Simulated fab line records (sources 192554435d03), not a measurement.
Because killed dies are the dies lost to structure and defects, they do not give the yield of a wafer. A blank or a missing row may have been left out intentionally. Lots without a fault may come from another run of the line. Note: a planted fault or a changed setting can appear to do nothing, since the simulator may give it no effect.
Matching of chambers / flow n5 finfet / N5_BEOL_M7_ILD_DEP_00 on pecvd-04 has 3 sister chambers
The step deposits SiCOH lowk from DEMS/porogen, target thk 179.75 nm, time 33.4 s. 6 wafers are shown with their chamber, then 12 later ones without.

WAFERS, EACH WITH ITS CHAMBER
wafer=L081.5; chamber=0; throttle valve pct (%)=13.8; heater power w (W)=365
wafer=L082.4; chamber=1; throttle valve pct (%)=12.8; heater power w (W)=332
wafer=L082.6; chamber=0; throttle valve pct (%)=13.6; heater power w (W)=333
wafer=L090.2; chamber=2; throttle valve pct (%)=13.2; heater power w (W)=296
wafer=L090.3; chamber=1; throttle valve pct (%)=12.6; heater power w (W)=371
wafer=L090.6; chamber=2; throttle valve pct (%)=13.1; heater power w (W)=293

WAFERS WITH NO CHAMBER GIVEN
wafer=L091.1; throttle valve pct (%)=13.8; heater power w (W)=354
wafer=L091.2; throttle valve pct (%)=13.1; heater power w (W)=280
wafer=L091.3; throttle valve pct (%)=12.8; heater power w (W)=370
wafer=L093.1; throttle valve pct (%)=13.5; heater power w (W)=307
wafer=L093.5; throttle valve pct (%)=12.6; heater power w (W)=364
wafer=L093.6; throttle valve pct (%)=13.3; heater power w (W)=244
wafer=L096.1; throttle valve pct (%)=12.5; heater power w (W)=346
wafer=L096.3; throttle valve pct (%)=13.8; heater power w (W)=367
wafer=L096.6; throttle valve pct (%)=13.9; heater power w (W)=285
wafer=L097.3; throttle valve pct (%)=12.9; heater power w (W)=368
wafer=L097.4; throttle valve pct (%)=12.8; heater power w (W)=299
wafer=L097.6; throttle valve pct (%)=13.5; heater power w (W)=300

CHAMBER TAKEN BY EACH
wafer=L091.1; from the rows above=0; in truth=0
wafer=L091.2; from the rows above=2; in truth=2
wafer=L091.3; from the rows above=1; in truth=1
wafer=L093.1; from the rows above=can't be placed: 0 or 2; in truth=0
wafer=L093.5; from the rows above=1; in truth=1
wafer=L093.6; from the rows above=2; in truth=2
wafer=L096.1; from the rows above=1; in truth=1
wafer=L096.3; from the rows above=0; in truth=0
wafer=L096.6; from the rows above=0; in truth=0
wafer=L097.3; from the rows above=1; in truth=1
wafer=L097.4; from the rows above=can't be placed: 1 or 2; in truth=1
wafer=L097.6; from the rows above=can't be placed: 2 or 0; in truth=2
Correct placement for 9 of the 12. Not placeable from these rows: 3 (in 3, the candidates include the true chamber). Number placed wrongly: 0.
How it was worked out, from the rows above alone: a wafer's distance from a chamber is the root of the sum, over the readings, of the square of ((its reading less the chamber's mean) divided by the reading's scatter). If the next closest chamber is less than 2 further off than the closest, the wafer can't be placed; otherwise it belongs to the closest. Each chamber's mean is taken over the wafers shown for it. The scatter is the square root of a quotient: the sum, over the shown wafers, of each reading's squared deviation from its chamber's mean, divided by wafers minus chambers.
